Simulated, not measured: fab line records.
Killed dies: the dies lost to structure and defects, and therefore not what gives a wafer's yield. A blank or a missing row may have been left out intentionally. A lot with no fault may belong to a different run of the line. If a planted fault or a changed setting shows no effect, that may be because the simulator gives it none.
One fault through the eyes of 2 desks + flow n5-finfet + each desk holds nothing but its own numbers, with what lay behind them at the end

## THE TOOL OWNER'S DESK: pvd-sputter-01
The tool's own readings at N5_BEOL_M6_HM_DEP_02 (deposits TiN, target thk 20 nm): means of the sampled wafers that have a number, for each lot that ran on this tool. A lot is out of limits, marked OUT, if its mean lies more than 4 standard deviations from the usual mean; the brackets give that distance.
Columns: A = throttle-valve-pct at N5_BEOL_M6_HM_DEP_02, usual 30.3 %
| lot  | first seen here | A    |
|------|-----------------|------|
| L901 | day 9 11:07     | 31.5 |
| L905 | day 10 03:11    | 30.6 |
Finding of this desk: none of the 2 lots has anything out of limits.

## THE METROLOGY DESK
Means of the sampled wafers that have a number, per lot and without regard to the tool the lot ran on: this is what the gauges read. A lot is out of limits, marked OUT, if its mean lies more than 4 standard deviations from the usual mean; the brackets give that distance. Shown are 7 of the 13 readings it has, namely the first that went out of limits plus those furthest out on some lot.
Columns: A = IOFF_N at N5_BEOL_M4_RC_MEAS_101, usual 0.17 nA/um; B = ION_N at N5_BEOL_M4_RC_MEAS_101, usual 673 uA/um; C = ION_P at N5_BEOL_M4_RC_MEAS_101, usual 462 uA/um; D = SS_P at N5_BEOL_M4_RC_MEAS_101, usual 73.4 mV/dec; E = trench-depth-nm at N5_BEOL_M6_OCD_MEAS_38, usual 94.6 nm; F = cd-nm at N5_BEOL_M6_CD_MEAS_35, usual 40.2 nm; G = M6_THK at N5_BEOL_M6_THK_MEAS_53, usual 79.6 nm
| lot  | first seen here | A    | B   | C   | D    | E              | F    | G    |
|------|-----------------|------|-----|-----|------|----------------|------|------|
| L901 | day 8 20:25     | 0.19 | 683 | 460 | 74.1 | 93.7           | 41.0 | 79.0 |
| L905 | day 9 12:52     | 0.15 | 661 | 453 | 73.5 | 64.8 (-17) OUT | 40.0 | 76.9 |
| L913 | day 12 06:58    | 0.13 | 662 | 460 | 73.5 | 97.2           | 40.3 | 80.1 |
This desk's verdict: out of limits on L905, starting with L905 at day 10 06:36 (trench-depth-nm at N5_BEOL_M6_OCD_MEAS_38). Within limits: L901, L913.

## TAKEN TOGETHER
On L905, the metrology desk was in a position to raise an alarm at day 10 06:36.
Nothing out of limits was seen by the tool owner's desk.
On record at the tool owner's desk: L905, within its limits.
All the named lots went through N5_BEOL_M6_HM_DEP_02 on pvd-sputter-01.

## WHAT THE SIMULATOR HAD INSERTED
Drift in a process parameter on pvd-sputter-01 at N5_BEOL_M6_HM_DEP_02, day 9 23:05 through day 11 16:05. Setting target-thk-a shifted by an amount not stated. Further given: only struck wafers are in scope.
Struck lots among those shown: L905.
Delay in hours, fault start to first out-of-limits reading, per desk: metrology desk 8.
